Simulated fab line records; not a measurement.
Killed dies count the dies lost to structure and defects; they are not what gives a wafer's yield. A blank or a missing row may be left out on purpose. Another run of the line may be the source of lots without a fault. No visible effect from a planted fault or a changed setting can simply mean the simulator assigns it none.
What tool caused it? / flow n5-finfet / Sampling: 8 lots, 24 wafers, 6 of 1938 route steps

## WHAT THE GAUGES SHOWED, per wafer
N5_BEOL_M2_INSPECT_30: inspects for defects (brightfield). Usual: raw-defect-count reads 456 (standard deviation 110).
lot=L874; measured=day 7 10:35; on=defect-inspect-02; raw-defect-count=380 504 291; flag=
lot=L875; measured=day 7 11:25; on=defect-inspect-01; raw-defect-count=383 456 380; flag=
lot=L884; measured=day 9 21:34; on=defect-inspect-01; raw-defect-count=546 579 677; flag=
lot=L886; measured=day 9 22:59; on=defect-inspect-02; raw-defect-count=545 469 395; flag=
lot=L885; measured=day 9 23:17; on=defect-inspect-02; raw-defect-count=409 390 452; flag=
lot=L891; measured=day 10 23:11; on=defect-inspect-02; raw-defect-count=477 509 551; flag=
lot=L892; measured=day 11 05:50; on=defect-inspect-02; raw-defect-count=407 561 362; flag=
lot=L895; measured=day 12 09:31; on=defect-inspect-01; raw-defect-count=494 286 349; flag=

N5_BEOL_M4_RC_MEAS_101. Usual: DIBL_N 36.3 mV/V, standard deviation 1.4; DIBL_P 35.7 mV/V, standard deviation 1.5; IOFF_N 0.155 nA/um, standard deviation 0.022; IOFF_P 0.204 nA/um, standard deviation 0.027; ION_N 671 uA/um, standard deviation 9; ION_P 459 uA/um, standard deviation 6.2; SS_N 71.5 mV/dec, standard deviation 0.54; SS_P 73.1 mV/dec, standard deviation 0.56; VT_N 250.2 mV, standard deviation 2.6; VT_P -251 mV, standard deviation 3.3.
lot=L874; measured=day 8 15:50; on=prober-02; DIBL_N (mV/V)=37.2 35.4 34.5; DIBL_P (mV/V)=36.6 34.2 32.8; IOFF_N (nA/um)=0.163 0.129 0.117; IOFF_P (nA/um)=0.231 0.187 0.180; ION_N (uA/um)=675 664 659; ION_P (uA/um)=466 461 458; SS_N (mV/dec)=71.6 70.4 70.5; SS_P (mV/dec)=73.9 73.0 72.1; VT_N (mV)=247.0 253.1 252.6; VT_P (mV)=-247 -248 -250; flag=
lot=L875; measured=day 8 18:48; on=prober-01; DIBL_N (mV/V)=35.3 35.4 34.2; DIBL_P (mV/V)=35.6 35.4 33.7; IOFF_N (nA/um)=0.162 0.156 0.144; IOFF_P (nA/um)=0.216 0.221 0.187; ION_N (uA/um)=677 663 671; ION_P (uA/um)=466 462 457; SS_N (mV/dec)=71.7 71.7 70.8; SS_P (mV/dec)=73.3 73.4 72.3; VT_N (mV)=247.9 249.2 250.9; VT_P (mV)=-248 -249 -251; flag=
lot=L891; measured=day 12 10:29; on=prober-01; DIBL_N (mV/V)=34.1 35.0 35.4; DIBL_P (mV/V)=33.5 34.6 34.6; IOFF_N (nA/um)=0.119 0.131 0.138; IOFF_P (nA/um)=0.174 0.185 0.192; ION_N (uA/um)=666 664 677; ION_P (uA/um)=457 457 462; SS_N (mV/dec)=71.0 71.2 71.6; SS_P (mV/dec)=72.7 72.9 73.0; VT_N (mV)=253.2 252.5 250.7; VT_P (mV)=-252 -251 -251; flag=
lot=L892; measured=day 12 20:58; on=prober-02; DIBL_N (mV/V)=36.2 36.3 35.9; DIBL_P (mV/V)=36.8 36.8 36.0; IOFF_N (nA/um)=0.153 0.158 0.143; IOFF_P (nA/um)=0.207 0.213 0.194; ION_N (uA/um)=675 671 663; ION_P (uA/um)=466 460 457; SS_N (mV/dec)=71.5 71.3 71.1; SS_P (mV/dec)=72.7 73.0 72.4; VT_N (mV)=250.7 251.5 253.7; VT_P (mV)=-250 -249 -251; flag=
lot=L895; measured=day 13 14:47; on=prober-01; DIBL_N (mV/V)=33.6 36.1 33.8; DIBL_P (mV/V)=33.7 36.6 33.5; IOFF_N (nA/um)=0.105 0.139 0.106; IOFF_P (nA/um)=0.161 0.207 0.159; ION_N (uA/um)=653 663 644; ION_P (uA/um)=456 461 452; SS_N (mV/dec)=71.3 71.6 70.9; SS_P (mV/dec)=72.2 73.2 72.9; VT_N (mV)=254.8 251.6 255.0; VT_P (mV)=-251 -251 -254; flag=

## TOOL THAT RAN EACH LOT (tool first, then ch and the chambers of the sampled wafers, then the start)
lot=L874; N5_BEOL_M2_ILD_DEP_00=pecvd-01 ch 0,1, day 7 06:59; N5_BEOL_M2_PECVD_72=pecvd-02 ch 0,1,2, day 7 07:05; N5_BEOL_M2_ETCH_69=rie-diel-05 ch 0,2,3, day 7 10:40; N5_BEOL_M2_ETCHBACK_99=rie-diel-05 ch 0,1,3, day 7 11:07
lot=L875; N5_BEOL_M2_ILD_DEP_00=pecvd-03 ch 0,1, day 7 09:46; N5_BEOL_M2_PECVD_72=pecvd-01 ch 0,1,2, day 7 09:53; N5_BEOL_M2_ETCH_69=rie-diel-05 ch 0,3, day 7 11:53; N5_BEOL_M2_ETCHBACK_99=rie-diel-01 ch 0,3, day 7 12:17
lot=L884; N5_BEOL_M2_ILD_DEP_00=pecvd-02 ch 1,2, day 9 18:26; N5_BEOL_M2_PECVD_72=pecvd-03 ch 1,2, day 9 18:32; N5_BEOL_M2_ETCH_69=rie-diel-05 ch 2,3, day 9 21:39; N5_BEOL_M2_ETCHBACK_99=rie-diel-01 ch 1,2,3, day 9 23:13
lot=L886; N5_BEOL_M2_ILD_DEP_00=pecvd-02 ch 0,1,2, day 9 20:58; N5_BEOL_M2_PECVD_72=pecvd-01 ch 0,1,2, day 9 21:04; N5_BEOL_M2_ETCH_69=rie-diel-05 ch 0,3, day 9 23:04; N5_BEOL_M2_ETCHBACK_99=rie-diel-01 ch 1,2,3, day 10 02:50
lot=L885; N5_BEOL_M2_ILD_DEP_00=pecvd-03 ch 0,2, day 9 21:37; N5_BEOL_M2_PECVD_72=pecvd-03 ch 0,2, day 9 21:43; N5_BEOL_M2_ETCH_69=rie-diel-03 ch 0,1,2, day 9 23:46; N5_BEOL_M2_ETCHBACK_99=rie-diel-05 ch 1,3, day 10 03:34
lot=L891; N5_BEOL_M2_ILD_DEP_00=pecvd-02 ch 0,1,2, day 10 18:49; N5_BEOL_M2_PECVD_72=pecvd-02 ch 0,2, day 10 18:55; N5_BEOL_M2_ETCH_69=rie-diel-03 ch 0,2,3, day 10 23:16; N5_BEOL_M2_ETCHBACK_99=rie-diel-03 ch 2,3, day 11 03:26
lot=L892; N5_BEOL_M2_ILD_DEP_00=pecvd-01 ch 1,2, day 11 04:19; N5_BEOL_M2_PECVD_72=pecvd-02 ch 0,1,2, day 11 04:25; N5_BEOL_M2_ETCH_69=rie-diel-03 ch 0,1,2, day 11 05:55; N5_BEOL_M2_ETCHBACK_99=rie-diel-01 ch 0,3, day 11 18:01
lot=L895; N5_BEOL_M2_ILD_DEP_00=pecvd-01 ch 0,1, day 12 05:25; N5_BEOL_M2_PECVD_72=pecvd-02 ch 0,2, day 12 05:32; N5_BEOL_M2_ETCH_69=rie-diel-05 ch 1,2,3, day 12 09:36; N5_BEOL_M2_ETCHBACK_99=rie-diel-01 ch 0,1,2, day 12 10:11
- N5_BEOL_M2_ILD_DEP_00: deposits SiOC from DEMS/O2, target thk 79 nm, time 15.3 s.
- N5_BEOL_M2_PECVD_72: deposits SiO2 from TEOS/O2, target thk 16 nm, time 18 s.
- N5_BEOL_M2_ETCH_69: etches SiARC in CF4, target depth 15.6 nm, time 26 s.
- N5_BEOL_M2_ETCHBACK_99: etches SiO2 in CHF3, target depth 5 nm, time 10.4 s.

## AS READ BY THE TOOLS THEMSELVES (means over the sampled wafers that have a number; for cases with no such wafer, the mark the record gives instead)
N5_BEOL_M2_ILD_DEP_00. Usual: chamber-pressure-Torr 5.000 Torr, standard deviation 0.01; heater-power-w 534 W, standard deviation 85; showerhead-plenum-p-Torr 5.689 Torr, standard deviation 0.024; throttle-valve-pct 11.8 %, standard deviation 0.63.
lot=L874; tool=pecvd-01; chamber-pressure-Torr (Torr)=4.998; heater-power-w (W)=541; showerhead-plenum-p-Torr (Torr)=5.708; throttle-valve-pct (%)=12.5; flag=
lot=L875; tool=pecvd-03; chamber-pressure-Torr (Torr)=4.978; heater-power-w (W)=452; showerhead-plenum-p-Torr (Torr)=5.689; throttle-valve-pct (%)=11.7; flag=
lot=L884; tool=pecvd-02; chamber-pressure-Torr (Torr)=5.009; heater-power-w (W)=637; showerhead-plenum-p-Torr (Torr)=5.693; throttle-valve-pct (%)=11.1; flag=
lot=L886; tool=pecvd-02; chamber-pressure-Torr (Torr)=5.006; heater-power-w (W)=622; showerhead-plenum-p-Torr (Torr)=5.691; throttle-valve-pct (%)=11.5; flag=
lot=L885; tool=pecvd-03; chamber-pressure-Torr (Torr)=4.995; heater-power-w (W)=521; showerhead-plenum-p-Torr (Torr)=5.714; throttle-valve-pct (%)=12.1; flag=
lot=L891; tool=pecvd-02; chamber-pressure-Torr (Torr)=4.994; heater-power-w (W)=627; showerhead-plenum-p-Torr (Torr)=5.685; throttle-valve-pct (%)=11.6; flag=
lot=L892; tool=pecvd-01; chamber-pressure-Torr (Torr)=5.000; heater-power-w (W)=508; showerhead-plenum-p-Torr (Torr)=5.683; throttle-valve-pct (%)=11.9; flag=
lot=L895; tool=pecvd-01; chamber-pressure-Torr (Torr)=5.005; heater-power-w (W)=456; showerhead-plenum-p-Torr (Torr)=5.691; throttle-valve-pct (%)=12.4; flag=

N5_BEOL_M2_PECVD_72. Usual: chamber-pressure-Torr 5.498 Torr, standard deviation 0.012; heater-power-w 806 W, standard deviation 110; showerhead-plenum-p-Torr 8.76 Torr, standard deviation 0.097; throttle-valve-pct 21.9 %, standard deviation 1.2.
lot=L874; tool=pecvd-02; chamber-pressure-Torr (Torr)=5.486; heater-power-w (W)=908; showerhead-plenum-p-Torr (Torr)=8.72; throttle-valve-pct (%)=21.6; flag=
lot=L875; tool=pecvd-01; chamber-pressure-Torr (Torr)=5.510; heater-power-w (W)=751; showerhead-plenum-p-Torr (Torr)=8.72; throttle-valve-pct (%)=22.5; flag=
lot=L884; tool=pecvd-03; chamber-pressure-Torr (Torr)=5.500; heater-power-w (W)=695; showerhead-plenum-p-Torr (Torr)=8.78; throttle-valve-pct (%)=21.2; flag=
lot=L886; tool=pecvd-01; chamber-pressure-Torr (Torr)=5.501; heater-power-w (W)=750; showerhead-plenum-p-Torr (Torr)=8.73; throttle-valve-pct (%)=22.5; flag=
lot=L885; tool=pecvd-03; chamber-pressure-Torr (Torr)=5.496; heater-power-w (W)=835; showerhead-plenum-p-Torr (Torr)=8.84; throttle-valve-pct (%)=21.9; flag=
lot=L891; tool=pecvd-02; chamber-pressure-Torr (Torr)=5.504; heater-power-w (W)=946; showerhead-plenum-p-Torr (Torr)=8.71; throttle-valve-pct (%)=22.6; flag=
lot=L892; tool=pecvd-02; chamber-pressure-Torr (Torr)=5.494; heater-power-w (W)=851; showerhead-plenum-p-Torr (Torr)=8.73; throttle-valve-pct (%)=21.8; flag=
lot=L895; tool=pecvd-02; chamber-pressure-Torr (Torr)=5.494; heater-power-w (W)=886; showerhead-plenum-p-Torr (Torr)=8.75; throttle-valve-pct (%)=22.0; flag=

N5_BEOL_M2_ETCH_69. Usual: bias-w 36.00 W, standard deviation 0.11; cf4-flow-sccm 100.0 sccm, standard deviation 0.32; drypump-motor-current-A 5.9 A, standard deviation 0.48; etch-rf-on-time-s 26.3 s, standard deviation 0.36; oes-product-au 0.65 a.u., standard deviation 0.063; rf-vpp-V 184.2 V, standard deviation 1.3; showerhead-plenum-p-Torr 2.15 Torr, standard deviation 0.067; throttle-valve-pct 15.61 %, standard deviation 0.24.
lot=L874; tool=rie-diel-05; bias-w (W)=35.85; cf4-flow-sccm (sccm)=100.2; drypump-motor-current-A (A)=5.6; etch-rf-on-time-s (s)=26.7; oes-product-au (a.u.)=0.61; rf-vpp-V (V)=184.5; showerhead-plenum-p-Torr (Torr)=2.16; throttle-valve-pct (%)=15.76; flag=
lot=L875; tool=rie-diel-05; bias-w (W)=35.92; cf4-flow-sccm (sccm)=99.8; drypump-motor-current-A (A)=5.3; etch-rf-on-time-s (s)=26.5; oes-product-au (a.u.)=0.62; rf-vpp-V (V)=184.2; showerhead-plenum-p-Torr (Torr)=2.15; throttle-valve-pct (%)=15.75; flag=
lot=L884; tool=rie-diel-05; bias-w (W)=-; cf4-flow-sccm (sccm)=-; drypump-motor-current-A (A)=-; etch-rf-on-time-s (s)=-; oes-product-au (a.u.)=-; rf-vpp-V (V)=-; showerhead-plenum-p-Torr (Torr)=-; throttle-valve-pct (%)=-; flag=OFF
lot=L886; tool=rie-diel-05; bias-w (W)=-; cf4-flow-sccm (sccm)=-; drypump-motor-current-A (A)=-; etch-rf-on-time-s (s)=-; oes-product-au (a.u.)=-; rf-vpp-V (V)=-; showerhead-plenum-p-Torr (Torr)=-; throttle-valve-pct (%)=-; flag=OFF
lot=L885; tool=rie-diel-03; bias-w (W)=-; cf4-flow-sccm (sccm)=-; drypump-motor-current-A (A)=-; etch-rf-on-time-s (s)=-; oes-product-au (a.u.)=-; rf-vpp-V (V)=-; showerhead-plenum-p-Torr (Torr)=-; throttle-valve-pct (%)=-; flag=OFF
lot=L891; tool=rie-diel-03; bias-w (W)=35.96; cf4-flow-sccm (sccm)=99.9; drypump-motor-current-A (A)=6.4; etch-rf-on-time-s (s)=26.2; oes-product-au (a.u.)=0.66; rf-vpp-V (V)=183.7; showerhead-plenum-p-Torr (Torr)=2.12; throttle-valve-pct (%)=15.67; flag=
lot=L892; tool=rie-diel-03; bias-w (W)=35.93; cf4-flow-sccm (sccm)=99.6; drypump-motor-current-A (A)=6.2; etch-rf-on-time-s (s)=26.1; oes-product-au (a.u.)=0.66; rf-vpp-V (V)=184.3; showerhead-plenum-p-Torr (Torr)=2.18; throttle-valve-pct (%)=15.61; flag=
lot=L895; tool=rie-diel-05; bias-w (W)=36.04; cf4-flow-sccm (sccm)=99.7; drypump-motor-current-A (A)=6.0; etch-rf-on-time-s (s)=26.3; oes-product-au (a.u.)=0.66; rf-vpp-V (V)=183.3; showerhead-plenum-p-Torr (Torr)=2.11; throttle-valve-pct (%)=15.68; flag=

N5_BEOL_M2_ETCHBACK_99. Usual: drypump-motor-current-A 5.8 A, standard deviation 0.49; oes_ar_750_au 0.77 a.u., standard deviation 0.075; oes-product-au 0.77 a.u., standard deviation 0.077; rf-vpp-V 239.6 V, standard deviation 2.2; showerhead-plenum-p-Torr 2.17 Torr, standard deviation 0.079; throttle-valve-pct 16.99 %, standard deviation 0.23.
lot=L874; tool=rie-diel-05; drypump-motor-current-A (A)=5.6; oes_ar_750_au (a.u.)=0.72; oes-product-au (a.u.)=0.72; rf-vpp-V (V)=238.3; showerhead-plenum-p-Torr (Torr)=2.16; throttle-valve-pct (%)=17.17; flag=
lot=L875; tool=rie-diel-01; drypump-motor-current-A (A)=5.2; oes_ar_750_au (a.u.)=0.78; oes-product-au (a.u.)=0.77; rf-vpp-V (V)=241.5; showerhead-plenum-p-Torr (Torr)=2.25; throttle-valve-pct (%)=16.79; flag=
lot=L884; tool=rie-diel-01; drypump-motor-current-A (A)=5.5; oes_ar_750_au (a.u.)=0.77; oes-product-au (a.u.)=0.29; rf-vpp-V (V)=240.4; showerhead-plenum-p-Torr (Torr)=2.19; throttle-valve-pct (%)=16.85; flag=OFF
lot=L886; tool=rie-diel-01; drypump-motor-current-A (A)=5.5; oes_ar_750_au (a.u.)=0.77; oes-product-au (a.u.)=0.29; rf-vpp-V (V)=241.6; showerhead-plenum-p-Torr (Torr)=2.19; throttle-valve-pct (%)=16.84; flag=OFF
lot=L885; tool=rie-diel-05; drypump-motor-current-A (A)=5.9; oes_ar_750_au (a.u.)=0.90; oes-product-au (a.u.)=0.34; rf-vpp-V (V)=237.5; showerhead-plenum-p-Torr (Torr)=2.12; throttle-valve-pct (%)=16.88; flag=OFF
lot=L891; tool=rie-diel-03; drypump-motor-current-A (A)=6.5; oes_ar_750_au (a.u.)=0.72; oes-product-au (a.u.)=0.71; rf-vpp-V (V)=240.6; showerhead-plenum-p-Torr (Torr)=2.16; throttle-valve-pct (%)=17.27; flag=
lot=L892; tool=rie-diel-01; drypump-motor-current-A (A)=5.2; oes_ar_750_au (a.u.)=0.81; oes-product-au (a.u.)=0.82; rf-vpp-V (V)=241.4; showerhead-plenum-p-Torr (Torr)=2.24; throttle-valve-pct (%)=16.69; flag=
lot=L895; tool=rie-diel-01; drypump-motor-current-A (A)=5.7; oes_ar_750_au (a.u.)=0.79; oes-product-au (a.u.)=0.79; rf-vpp-V (V)=241.1; showerhead-plenum-p-Torr (Torr)=2.16; throttle-valve-pct (%)=16.81; flag=

## THE ANSWER, worked out from the rows above alone
Rule: a lot counts as off when the mean over its wafers that have a number is more than 3 standard deviations away from the usual mean. A lot without any number at a reading at which 4 lots or more have one is off too. Any other lot the step has rows for is counted as sound. After the gauges, taken in route order, come the tools' own readings; for these a lot's mean is taken, as printed above. At the first step where some lot is off, the reading lying furthest off is the one used; lots without a number count as furthest.
Off at N5_BEOL_M2_ETCH_69 (bias-w): L884, L886, L885. Without a number there: L884, L886, L885.
If a tool, at that step or one of the process steps before it, ran each lot that is off and ran no sound lot following the first of them, it fits. Of those tried, none fits.

## WHAT THE SIMULATOR PUT IN
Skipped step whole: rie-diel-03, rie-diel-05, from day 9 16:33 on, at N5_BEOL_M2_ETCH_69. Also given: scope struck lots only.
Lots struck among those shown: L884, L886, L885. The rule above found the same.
